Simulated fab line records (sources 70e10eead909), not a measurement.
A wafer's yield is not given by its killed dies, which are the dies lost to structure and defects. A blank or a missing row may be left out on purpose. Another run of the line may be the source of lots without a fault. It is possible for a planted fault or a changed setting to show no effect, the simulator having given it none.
fab line records + flow nand-harc
[record]
- lots = 14
- wafers = 42
- last-day = 33
route steps=1302 shown A_CHANNEL_HOLE_D1@475 A_ONON_D2@545 A_CHANNEL_HOLE_D2@571
lots untouched by any fault: they come from a run of this same line in which no faults occurred
start-h: the number of hours between the record's first day and the start of the first shown wafer of the lot + wait-h: how many hours have passed since the lot's step before this one + " as in the row above + L1.1+2: a single row standing in for several wafers + - no value, or no start given + * or withheld: withheld + < > ~ a bound
route shown NAME@n: NAME is a module with steps in the file, n the number in the route of the first one + usual: the fault-free wafers' mean and standard deviation + same: alike in all rows + chamber/n: place in a boat + sites: readings site by site + _std_site: standard deviation across them + _edge_site: mean of outer sites minus mean of inner sites + radius-mm: how far each site lies from the wafer's centre + mask NAME#n: copy n + behind: the tool/chamber that last shaped the wafer + hold: cause of the lot's hold/its duration in hours/its outcome + device: whichever transistor did not switch (one of n, p or np) + end of line: the same wafers' tests at the end of the route + for a step that has no rows: nothing shown but its recipe + killed: dies that structure and defects cost at the first sort, which is not the same as the wafer's yield + map: dies across one wafer; x = killed, . = not, _ = none there
set.NAME: the setting as run; set.NAME@STEP: as run at that earlier step + model.NAME: the simulator's own value behind a step, which no gauge read
steps of the route over a sample of lots; a table a step, a row a wafer
services: when a tool's chamber went out of use (start-h, in hours from the record's first day, below 0 if earlier), for how many hours, and the reason
[[steps]]
[step NHARC_A_CHANNEL_HOLE_D1_ETCH_23]
[recipe]
- bias-v = 5000
- source-w = withheld
- pressure-mtorr = 20
- time-s = 819
- ar-flow-sccm = 375
- c4f8-flow-sccm = 89.3
- o2-flow-sccm = 35.7
- temp-c = -20
- target-depth-a = 16000
- chemistry = C4F8/O2/Ar
[usual]
- drypump-motor-current-A = 5.8/0.73
- o2-flow-sccm = 35.71/0.091
- showerhead-plenum-p-Torr = 3.69/0.064
- throttle-valve-pct = 32.155/0.009
| lot.wafer | tool        | chamber | start-h | wait-h | drypump-motor-current-A | o2-flow-sccm | rf-hours-counter-h | showerhead-plenum-p-Torr | throttle-valve-pct |
|-----------|-------------|---------|---------|--------|-------------------------|--------------|--------------------|--------------------------|--------------------|
| L245.2    | har-etch-01 | 1       | 181.99  | 0.5    | 5.3                     | 35.71        | 86                 | 3.74                     | 32.149             |
| L245.3    | "           | 0       | "       | "      | 6.8                     | 35.74        | -                  | 3.74                     | 32.148             |
| L245.5    | "           | 0       | "       | "      | 6.8                     | 35.81        | -                  | 3.74                     | 32.142             |
| L246.2    | har-etch-01 | 0       | 200.99  | 0.5    | 6.8                     | 35.72        | 98                 | 3.73                     | 32.163             |
| L246.4    | "           | 1       | "       | "      | 5.4                     | 35.67        | -                  | 3.73                     | 32.153             |
| L246.5    | "           | 0       | "       | "      | 6.7                     | 35.68        | -                  | 3.73                     | 32.162             |
| L247.1    | har-etch-02 | 1       | 206.46  | 0.5    | 6.2                     | 35.67        | 310                | 3.62                     | 32.154             |
| L247.2    | "           | 0       | "       | "      | 4.9                     | 35.85        | 310                | 3.76                     | 32.172             |
| L247.4    | "           | 1       | "       | "      | 6.2                     | 35.71        | -                  | 3.62                     | 32.141             |
| L248.4    | har-etch-01 | 1       | 207.96  | 0.5    | 5.4                     | 35.80        | -                  | 3.73                     | 32.173             |
| L248.3    | "           | 0       | "       | "      | 6.8                     | 35.63        | -                  | 3.73                     | 32.156             |
| L248.5    | "           | 1       | "       | "      | 5.4                     | 35.69        | -                  | 3.73                     | 32.144             |
| L249.1    | har-etch-02 | 1       | 224.23  | 0.5    | 6.1                     | 35.67        | 314                | 3.61                     | 32.174             |
| L249.3    | "           | 0       | "       | "      | 4.9                     | 35.65        | -                  | 3.76                     | 32.164             |
| L249.5    | "           | 0       | "       | "      | 4.9                     | 35.73        | -                  | 3.76                     | 32.162             |
| L250.1    | har-etch-02 | 1       | 232.56  | 0.5    | 6.2                     | 35.68        | 322                | 3.61                     | 32.139             |
| L250.4    | "           | 0       | "       | "      | 4.9                     | 35.82        | -                  | 3.75                     | 32.167             |
| L250.5    | "           | 0       | "       | "      | 4.9                     | 35.65        | -                  | 3.75                     | 32.159             |
| L255.2    | har-etch-02 | 1       | 285.91  | 0.5    | 6.2                     | 35.81        | 356                | 3.59                     | 32.157             |
| L255.4    | "           | 1       | "       | "      | 6.2                     | 35.74        | -                  | 3.59                     | 32.144             |
| L255.6    | "           | 1       | "       | "      | 6.2                     | 35.86        | -                  | 3.59                     | 32.168             |
| L257.3    | har-etch-02 | 1       | 313.82  | 0.5    | 6.2                     | 35.65        | -                  | 3.59                     | 32.154             |
| L257.6    | "           | 0       | "       | "      | 4.8                     | 35.88        | -                  | 3.73                     | 32.159             |
| L257.5    | "           | 1       | "       | "      | 6.2                     | 35.67        | -                  | 3.59                     | 32.139             |
| L260.3    | har-etch-01 | 0       | 326.02  | 0.5    | 6.8                     | 35.83        | -                  | 3.69                     | 32.168             |
| L260.5    | "           | 1       | "       | "      | 5.3                     | 35.76        | -                  | 3.69                     | 32.149             |
| L260.6    | "           | 0       | "       | "      | 6.8                     | 35.68        | -                  | 3.69                     | 32.151             |
| L262.1    | har-etch-02 | 0       | 341.97  | 0.5    | 4.8                     | 35.74        | 391                | 3.71                     | 32.164             |
| L262.2    | "           | 1       | "       | "      | 6.1                     | 35.82        | 391                | 3.57                     | 32.144             |
| L262.6    | "           | 0       | "       | "      | 4.9                     | 35.83        | -                  | 3.71                     | 32.156             |
| L265.1    | har-etch-01 | 1       | 380.36  | 0.5    | 5.4                     | 35.58        | 197                | 3.68                     | 32.162             |
| L265.2    | "           | 0       | "       | "      | 6.8                     | 35.55        | 197                | 3.68                     | 32.149             |
| L265.6    | "           | 0       | "       | "      | 6.8                     | 35.75        | -                  | 3.67                     | 32.163             |
| L266.3    | har-etch-01 | 0       | 396.52  | 0.5    | 6.8                     | 35.80        | -                  | 3.67                     | 32.172             |
| L266.6    | "           | 0       | "       | "      | 6.8                     | 35.74        | -                  | 3.67                     | 32.163             |
| L266.5    | "           | 1       | "       | "      | 5.3                     | 35.70        | -                  | 3.67                     | 32.152             |
| L267.2    | har-etch-01 | 0       | 400.56  | 0.5    | 6.8                     | 35.68        | 216                | 3.66                     | 32.168             |
| L267.3    | "           | 0       | "       | "      | 6.8                     | 35.66        | -                  | 3.66                     | 32.156             |
| L267.5    | "           | 1       | "       | "      | 5.4                     | 35.65        | -                  | 3.66                     | 32.151             |
| L268.4    | har-etch-02 | 1       | 407.38  | 0.5    | 6.2                     | 35.69        | -                  | 3.93                     | 32.152             |
| L268.3    | "           | 0       | "       | "      | 4.9                     | 35.79        | -                  | 3.70                     | 32.147             |
| L268.6    | "           | 0       | "       | "      | 4.9                     | 35.67        | -                  | 3.70                     | 32.156             |
[step NHARC_A_CHANNEL_HOLE_D1_STRIP_27]
[recipe]
- o2-flow-sccm = 500
- ar-flow-sccm = 0
- bias-w = 0
- chemistry = O2
[usual]
- drypump-motor-current-A = 5.8/0.47
- o2-flow-sccm = 500.0/1.3
- oes-product-au = 0.998/0.014
- rf-vpp-V = 57.8/0.91
- showerhead-plenum-p-Torr = 3.55/0.1
- throttle-valve-pct = 17.037/0.0091
| lot.wafer | tool        | chamber | start-h | wait-h | drypump-motor-current-A | o2-flow-sccm | oes-product-au | rf-hours-counter-h | rf-vpp-V | showerhead-plenum-p-Torr | throttle-valve-pct |
|-----------|-------------|---------|---------|--------|-------------------------|--------------|----------------|--------------------|----------|--------------------------|--------------------|
| L245.2    | rie-diel-13 | 3       | -       | -      | 5.4                     | 500.0        | 1.005          | 1                  | 59.8     | 3.66                     | 17.050             |
| L245.3    | "           | 2       | "       | "      | 6.2                     | 500.2        | 0.991          | 1                  | 58.9     | 3.47                     | 17.036             |
| L245.5    | "           | 3       | "       | "      | 5.4                     | 499.0        | 0.987          | -                  | 58.1     | 3.66                     | 17.036             |
| L246.2    | rie-diel-13 | 2       | -       | -      | 6.3                     | 498.9        | 0.994          | 1                  | 57.9     | 3.47                     | 17.019             |
| L246.4    | "           | 0       | "       | "      | 5.5                     | 497.0        | 0.980          | -                  | 56.0     | 3.47                     | 17.037             |
| L246.5    | "           | 2       | "       | "      | 6.3                     | 501.2        | 0.994          | -                  | 59.0     | 3.47                     | 17.028             |
| L247.1    | rie-diel-13 | 3       | -       | -      | 5.4                     | 502.9        | 0.999          | 1                  | 57.5     | 3.66                     | 17.034             |
| L247.2    | "           | 1       | "       | "      | 6.5                     | 500.3        | 1.008          | 1                  | 57.7     | 3.49                     | 17.046             |
| L247.4    | "           | 2       | "       | "      | 6.3                     | 498.8        | 0.985          | 1                  | 57.9     | 3.47                     | 17.035             |
| L248.4    | rie-diel-13 | 3       | -       | -      | 5.4                     | 499.1        | 1.004          | 2                  | 58.5     | 3.66                     | 17.042             |
| L248.3    | "           | 0       | "       | "      | 5.5                     | 499.4        | 0.969          | 1                  | 58.5     | 3.47                     | 17.031             |
| L248.5    | "           | 1       | "       | "      | 6.5                     | 498.5        | 1.009          | -                  | 57.3     | 3.49                     | 17.012             |
| L249.3    | rie-diel-13 | 0       | -       | -      | 5.5                     | 500.5        | 0.978          | 3                  | 57.8     | 3.47                     | 17.045             |
| L249.1    | "           | 2       | "       | "      | 6.3                     | 499.3        | 0.998          | 3                  | 57.4     | 3.47                     | 17.019             |
| L249.5    | "           | 0       | "       | "      | 5.5                     | 500.0        | 0.976          | -                  | 57.5     | 3.47                     | 17.024             |
| L250.1    | rie-diel-13 | 3       | -       | -      | 5.3                     | 499.9        | 1.001          | 4                  | 58.3     | 3.66                     | 17.040             |
| L250.4    | "           | 0       | "       | "      | 5.5                     | 500.5        | 0.976          | 3                  | 57.3     | 3.47                     | 17.033             |
| L250.5    | "           | 3       | "       | "      | 5.4                     | 498.7        | 0.996          | -                  | 57.7     | 3.66                     | 17.034             |
| L255.4    | rie-diel-13 | 1       | -       | -      | 6.6                     | 501.0        | 0.997          | 7                  | 56.9     | 3.49                     | 17.039             |
| L255.2    | "           | 2       | "       | "      | 6.3                     | 499.0        | 0.985          | 8                  | 57.4     | 3.47                     | 17.030             |
| L255.6    | "           | 1       | "       | "      | 6.5                     | 501.6        | 1.008          | -                  | 60.5     | 3.49                     | 17.042             |
| L257.3    | rie-diel-05 | 3       | -       | -      | 5.5                     | 500.7        | 0.991          | 24                 | 58.3     | 3.51                     | 17.040             |
| L257.6    | "           | 2       | "       | "      | 5.7                     | 500.1        | 1.009          | -                  | 59.3     | 3.79                     | 17.038             |
| L257.5    | "           | 3       | "       | "      | 5.5                     | 500.7        | 0.999          | -                  | 58.0     | 3.52                     | 17.029             |
| L260.3    | rie-diel-13 | 1       | -       | -      | 6.5                     | 501.0        | 1.008          | 11                 | 57.4     | 3.49                     | 17.027             |
| L260.6    | "           | 3       | "       | "      | 5.3                     | 499.4        | 0.993          | -                  | 57.4     | 3.65                     | 17.021             |
| L260.5    | "           | 0       | "       | "      | 5.5                     | 499.4        | 0.980          | -                  | 56.8     | 3.46                     | 17.041             |
| L262.2    | rie-diel-05 | 1       | -       | -      | 6.3                     | 500.1        | 0.995          | 36                 | 58.6     | 3.75                     | 17.050             |
| L262.1    | "           | 3       | "       | "      | 5.5                     | 498.5        | 0.995          | 36                 | 57.2     | 3.51                     | 17.055             |
| L262.6    | "           | 0       | "       | "      | 5.6                     | 500.6        | 1.030          | -                  | 57.8     | 3.43                     | 17.053             |
| L265.2    | rie-diel-13 | 1       | -       | -      | 6.5                     | 501.8        | 0.997          | 2                  | 55.8     | 3.48                     | 17.018             |
| L265.1    | "           | 2       | "       | "      | 6.3                     | 498.3        | 1.006          | 2                  | 56.0     | 3.47                     | 17.036             |
| L265.6    | "           | 1       | "       | "      | 6.5                     | 500.4        | 0.996          | -                  | 57.0     | 3.48                     | 17.028             |
| L266.3    | rie-diel-13 | 2       | -       | -      | 6.3                     | 497.2        | 1.006          | 4                  | 57.1     | 3.46                     | 17.037             |
| L266.6    | "           | 3       | "       | "      | 5.4                     | 500.3        | 0.970          | -                  | 59.1     | 3.65                     | 17.053             |
| L266.5    | "           | 0       | "       | "      | 5.5                     | 499.8        | 0.990          | -                  | 57.1     | 3.46                     | 17.035             |
| L267.2    | rie-diel-06 | 3       | -       | -      | 5.2                     | 501.2        | 1.021          | 27                 | 58.2     | 3.50                     | 17.023             |
| L267.3    | "           | 2       | "       | "      | 5.3                     | 499.8        | 0.960          | 26                 | 59.4     | 3.60                     | 17.034             |
| L267.5    | "           | 0       | "       | "      | 6.1                     | 499.8        | 1.018          | -                  | 57.7     | 3.56                     | 17.051             |
| L268.4    | rie-diel-13 | 3       | -       | -      | 5.3                     | 503.0        | 1.003          | 6                  | 59.3     | 3.65                     | 17.031             |
| L268.3    | "           | 2       | "       | "      | 6.3                     | 500.5        | 1.007          | 5                  | 56.7     | 3.46                     | 17.034             |
| L268.6    | "           | 3       | "       | "      | 5.3                     | 501.1        | 0.999          | -                  | 58.6     | 3.65                     | 17.044             |
[step NHARC_A_ONON_D2_DEP_00]
[recipe]
- target-thk-a = 10000
- n2-flow-sccm = 2750
- n2o-flow-sccm = 2000
- nh3-flow-sccm = 500
- sih4-flow-sccm = 210
- temp-c = 400
| lot.wafer  | tool          | chamber | start-h | wait-h |
|------------|---------------|---------|---------|--------|
| L245.2+3+5 | pecvd-onon-04 | 0       | 274.36  | 0.1    |
| L247.1+2+4 | pecvd-onon-04 | 0       | 288.64  | 0.1    |
| L248.3+4+5 | pecvd-onon-01 | 0       | 288.76  | 0.2    |
| L246.2+4+5 | pecvd-onon-03 | 0       | 288.85  | 0.1    |
| L249.1+3+5 | pecvd-onon-01 | 0       | 311.52  | 0.1    |
| L250.1+4+5 | pecvd-onon-03 | 0       | 322.04  | 0.2    |
| L255.2+4+6 | pecvd-onon-01 | 0       | 381.52  | 0.1    |
| L257.3+5+6 | pecvd-onon-01 | 0       | 404.16  | 0.2    |
| L260.3+5+6 | pecvd-onon-04 | 0       | 409.86  | 0.3    |
| L262.1+2+6 | pecvd-onon-03 | 0       | 435.37  | 0.1    |
| L265.1+2+6 | pecvd-onon-04 | 0       | 466.94  | 0.1    |
| L266.3+5+6 | pecvd-onon-01 | 0       | 483.63  | 0.2    |
| L267.2+3+5 | pecvd-onon-03 | 0       | 486.13  | 0.1    |
| L268.3+4+6 | pecvd-onon-01 | 0       | 508.34  | 0.2    |
[step NHARC_A_ONON_D2_THK_MEAS_02]
[recipe]
- thk-meas-gauge = ellipsometry
[usual]
- thk-nm = 1000/12
| lot.wafer | tool          | chamber | start-h | wait-h | thk-nm |
|-----------|---------------|---------|---------|--------|--------|
| L245.2    | film-metro-02 | -       | 274.82  | -      | 1017   |
| L245.3    | "             | -       | "       | "      | 1015   |
| L245.5    | "             | -       | "       | "      | 1016   |
| L248.3    | film-metro-01 | -       | 289.15  | -      | 985    |
| L248.4    | "             | -       | "       | "      | 986    |
| L248.5    | "             | -       | "       | "      | 987    |
| L247.1    | film-metro-02 | -       | 289.16  | -      | 986    |
| L247.2    | "             | -       | "       | "      | 987    |
| L247.4    | "             | -       | "       | "      | 984    |
| L246.2    | film-metro-02 | -       | 289.31  | -      | 982    |
| L246.4    | "             | -       | "       | "      | 983    |
| L246.5    | "             | -       | "       | "      | 982    |
| L249.1    | film-metro-02 | -       | 312.06  | -      | 998    |
| L249.3    | "             | -       | "       | "      | 999    |
| L249.5    | "             | -       | "       | "      | 998    |
| L250.1    | film-metro-01 | -       | 322.55  | -      | 998    |
| L250.4    | "             | -       | "       | "      | 998    |
| L250.5    | "             | -       | "       | "      | 998    |
| L255.2    | film-metro-01 | -       | 381.97  | -      | 614    |
| L255.4    | "             | -       | "       | "      | 1020   |
| L255.6    | "             | -       | "       | "      | 1021   |
| L257.3    | film-metro-01 | -       | 404.55  | -      | 1012   |
| L257.5    | "             | -       | "       | "      | 601    |
| L257.6    | "             | -       | "       | "      | 1011   |
| L260.3    | film-metro-02 | -       | 410.25  | -      | 1002   |
| L260.5    | "             | -       | "       | "      | 1003   |
| L260.6    | "             | -       | "       | "      | 1003   |
| L262.1    | film-metro-01 | -       | 435.88  | -      | 1004   |
| L262.2    | "             | -       | "       | "      | 1004   |
| L262.6    | "             | -       | "       | "      | 1004   |
| L265.1    | film-metro-02 | -       | 467.45  | -      | 1017   |
| L265.2    | "             | -       | "       | "      | 1018   |
| L265.6    | "             | -       | "       | "      | 1017   |
| L266.3    | film-metro-02 | -       | 484.02  | -      | 1008   |
| L266.5    | "             | -       | "       | "      | 1008   |
| L266.6    | "             | -       | "       | "      | 1007   |
| L267.2    | film-metro-01 | -       | 486.58  | -      | 989    |
| L267.3    | "             | -       | "       | "      | 989    |
| L267.5    | "             | -       | "       | "      | 990    |
| L268.3    | film-metro-02 | -       | 508.73  | -      | 996    |
| L268.4    | "             | -       | "       | "      | 994    |
| L268.6    | "             | -       | "       | "      | 995    |
[step NHARC_A_CHANNEL_HOLE_D2_DEP_01]
[recipe]
- target-thk-a = 1400
- target-thk-nm = 140
- temp-c = 400
- pressure-torr = 3.5
- flow-sccm = 200
- rf-w = 350
- material = SiON
[usual]
- heater-power-w = 804/81
| lot.wafer | tool     | chamber | start-h | wait-h | heater-power-w |
|-----------|----------|---------|---------|--------|----------------|
| L245.3    | pecvd-04 | 1       | 292.08  | 1.0    | 827            |
| L245.2    | "        | 2       | "       | "      | 893            |
| L245.5    | "        | 1       | "       | "      | 827            |
| L248.3    | pecvd-04 | 1       | 313.52  | 1.0    | 880            |
| L248.4    | "        | 0       | "       | "      | 813            |
| L248.5    | "        | 2       | "       | "      | 914            |
| L247.2    | pecvd-02 | 1       | 314.79  | 1.3    | 786            |
| L247.1    | "        | 2       | "       | "      | 906            |
| L247.4    | "        | 0       | "       | "      | 870            |
| L246.2    | pecvd-04 | 2       | 315.16  | 1.4    | 905            |
| L246.4    | "        | 0       | "       | "      | 834            |
| L246.5    | "        | 2       | "       | "      | 927            |
| L249.3    | pecvd-03 | 1       | 326.73  | 1.0    | 778            |
| L249.1    | "        | 0       | "       | "      | 675            |
| L249.5    | "        | 2       | "       | "      | 694            |
| L250.1    | pecvd-02 | 2       | 337.03  | 1.6    | 794            |
| L250.4    | "        | 1       | "       | "      | 762            |
| L250.5    | "        | 0       | "       | "      | 854            |
| L255.6    | pecvd-04 | 2       | 397.11  | 0.1    | 907            |
| L255.4    | "        | 0       | "       | "      | 805            |
| L257.3    | pecvd-03 | 2       | 420.11  | 1.0    | 633            |
| L257.6    | "        | 2       | "       | "      | 636            |
| L260.3    | pecvd-03 | 2       | 425.85  | 1.0    | 640            |
| L260.5    | "        | 1       | "       | "      | 750            |
| L260.6    | "        | 2       | "       | "      | 645            |
| L262.1    | pecvd-02 | 0       | 451.37  | 1.6    | 893            |
| L262.2    | "        | 1       | "       | "      | 831            |
| L262.6    | "        | 2       | "       | "      | 892            |
| L265.1    | pecvd-02 | 2       | 484.00  | 1.6    | 835            |
| L265.2    | "        | 0       | "       | "      | 849            |
| L265.6    | "        | 2       | "       | "      | 856            |
| L267.2    | pecvd-03 | 2       | 499.65  | 1.3    | 682            |
| L267.3    | "        | 0       | "       | "      | 784            |
| L267.5    | "        | 1       | "       | "      | 683            |
| L266.3    | pecvd-04 | 0       | 499.82  | 1.0    | 730            |
| L266.5    | "        | 2       | "       | "      | 869            |
| L266.6    | "        | 1       | "       | "      | 902            |
| L268.3    | pecvd-04 | 1       | 523.62  | 1.0    | 800            |
| L268.6    | "        | 1       | "       | "      | 824            |
| L268.4    | "        | 2       | "       | "      | 767            |
[[services]]
| tool          | chamber | start-h | hours | kind   |
|---------------|---------|---------|-------|--------|
| rie-diel-13   | -       | 165.23  | 9.0   | pm     |
| pecvd-onon-01 | -       | 167.39  | 10.3  | repair |
| pecvd-02      | 1       | 180.56  | 5.2   | repair |
| pecvd-onon-01 | -       | 183.63  | 10.2  | repair |
| pecvd-02      | 0       | 184.78  | 12.5  | repair |
| rie-diel-13   | 1       | 187.75  | 21.0  | repair |
| rie-diel-13   | 2       | 197.62  | 2.8   | repair |
| pecvd-02      | -       | 222.46  | 0.3   | repair |
| pecvd-04      | -       | 269.19  | 13.0  | pm     |
| pecvd-onon-01 | -       | 269.30  | 13.0  | pm     |
| rie-diel-13   | 2       | 310.75  | 4.6   | repair |
| har-etch-01   | -       | 332.40  | 5.6   | repair |
| rie-diel-13   | -       | 342.23  | 9.0   | pm     |
| rie-diel-13   | -       | 362.84  | 3.2   | repair |
| har-etch-02   | -       | 379.05  | 17.0  | pm     |
| rie-diel-13   | 1       | 386.99  | 5.9   | repair |
| rie-diel-13   | 1       | 442.41  | 8.4   | repair |
| pecvd-onon-01 | -       | 450.30  | 13.0  | pm     |
| pecvd-04      | -       | 450.40  | 13.0  | pm     |
| har-etch-02   | -       | 463.57  | 2.1   | repair |
| rie-diel-13   | 1       | 476.28  | 31.4  | repair |
| rie-diel-13   | 2       | 478.11  | 4.6   | repair |
| pecvd-04      | 0       | 483.78  | 16.0  | repair |
| rie-diel-13   | -       | 519.23  | 9.0   | pm     |
[[key]]
[first-sign]
- step = NHARC_A_ONON_D2_THK_MEAS_02
- reading = thk-nm
- direction = down
- sigmas = 33
- usual = 1000
- struck = 607
effect none on later readings
met-at NHARC_A_ONON_D2_DEP_00
struck-lots L255,L257
struck-wafers L255.2,L257.5
later-rows-left-out L255.2,L257.5
sort-left-out L255.2,L257.5
tester-left-out L255,L257
not-acting-at NHARC_A_CHANNEL_HOLE_D1_ETCH_23,NHARC_A_CHANNEL_HOLE_D1_STRIP_27,NHARC_A_CHANNEL_HOLE_D2_DEP_01
onset-between 311.52 381.52
[fault]
- kind = process-parameter-drift
- tool = pecvd-onon-01
- chamber = -
- onset-h = 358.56
- steps = NHARC_A_ONON_D2_DEP_00
- channel = target-thk-a
- offset = *
- shape = step
- end-h = 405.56
- scope = struck-wafers-only
- acts-in = *
- stated = *
// tester-left-out: of these lots the tester's yield and bins aren't shown, on N5 and GAA mostly nor the transistor test; their killed dies are dies lost to structure and defects alone, not to doping, threshold or leakage, so they don't give the yield
// sort-left-out: the simulated sort isn't trusted on such a fault, so these wafers' sort isn't shown, and their yield isn't known
// later-rows-left-out: the simulator's readings of these wafers behind a module that went badly wrong aren't trusted and aren't shown, but for the sort
